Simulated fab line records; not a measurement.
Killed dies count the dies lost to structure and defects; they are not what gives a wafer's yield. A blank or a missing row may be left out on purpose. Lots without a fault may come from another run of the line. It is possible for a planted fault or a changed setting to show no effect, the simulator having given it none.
Matching of chambers    flow n5_finfet    4 sister chambers for N5_BEOL_M6_DESCUM_33 on rie_diel-03
The step chemistry O2, time 7 s. 8 wafers are shown with their chamber, then 7 later ones without.

## WAFERS WITH THEIR CHAMBER
wafer   chamber  drypump_motor_current_A (A)  showerhead_plenum_p_Torr (Torr)
L364.2  1        6.5                          2.05
L366.2  1        6.5                          2.05
L369.3  2        5.5                          2.14
L369.4  3        6.3                          2.10
L370.5  0        5.7                          2.11
L370.6  3        6.3                          2.10
L380.2  0        5.7                          2.10
L380.4  2        5.4                          2.13

## WAFERS MISSING THEIR CHAMBER
wafer   drypump_motor_current_A (A)  showerhead_plenum_p_Torr (Torr)
L380.6  5.8                          2.10
L382.2  5.7                          2.10
L382.3  5.5                          2.13
L382.4  6.3                          2.09
L384.1  6.5                          2.03
L384.3  6.4                          2.09
L384.5  6.3                          2.09

## WHICH CHAMBER EACH WENT THROUGH
wafer   from the rows above  in truth
L380.6  0                    0
L382.2  0                    0
L382.3  2                    2
L382.4  3                    3
L384.1  1                    1
L384.3  3                    3
L384.5  3                    3
Placed correctly: 7 of 7. From these rows, 0 cannot be placed. Number placed wrongly: 0.
How it was worked out, from the rows above alone: a wafer's distance from a chamber is the root of the sum, over the readings, of the square of ((its reading less the chamber's mean) divided by the reading's scatter). The wafer belongs to the nearest chamber; if the next one is less than 2 further off, it can't be placed. Each chamber's mean is taken over the wafers shown for it. The scatter is the square root of a quotient: the sum, over the shown wafers, of each reading's squared deviation from its chamber's mean, divided by wafers minus chambers.
